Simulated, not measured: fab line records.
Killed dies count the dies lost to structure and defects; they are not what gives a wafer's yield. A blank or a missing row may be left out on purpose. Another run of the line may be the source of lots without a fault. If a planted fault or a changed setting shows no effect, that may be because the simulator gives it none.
Matching of chambers    flow nand harc    rie diel-13 running NHARC_P_BONDPAD_ETCH_37: 4 sister chambers
The step etches the open film in N2/H2, target depth 60 nm, overetch 18 nm, time 65.91 s. 8 wafers are shown with their chamber, then 7 later ones without.

== EACH WAFER AND ITS CHAMBER ==
wafer   chamber  showerhead plenum p Torr (Torr)  drypump motor current A (A)
L075.4  1        2.04                             5.9
L080.1  1        2.04                             5.9
L081.3  0        2.19                             5.8
L081.5  2        2.09                             6.1
L084.3  2        2.08                             6.1
L084.4  3        1.99                             6.4
L092.1  3        1.99                             6.4
L092.2  0        2.19                             5.7

== WAFERS WITHOUT THEIR CHAMBER ==
wafer   showerhead plenum p Torr (Torr)  drypump motor current A (A)
L092.6  1.99                             6.3
L093.1  2.08                             6.1
L093.5  2.19                             5.8
L093.6  2.04                             5.9
L097.1  2.04                             5.9
L097.4  2.04                             5.9
L097.6  2.08                             6.1

== THE CHAMBER EACH PASSED THROUGH ==
wafer   from the rows above  in truth
L092.6  3                    3
L093.1  2                    2
L093.5  0                    0
L093.6  1                    1
L097.1  1                    1
L097.4  1                    1
L097.6  2                    2
Correct placement for 7 of the 7. From these rows, 0 cannot be placed. Placed wrongly: 0.
How it was worked out, from the rows above alone: a wafer's distance from a chamber is the root of the sum, over the readings, of the square of ((its reading less the chamber's mean) divided by the reading's scatter). If the next closest chamber is less than 2 further off than the closest, the wafer can't be placed; otherwise it belongs to the closest. The mean given for a chamber averages the wafers shown for that chamber. The scatter: take each reading less its chamber's mean, square it, sum over the shown wafers, divide by the number of wafers less the number of chambers, and take the root.
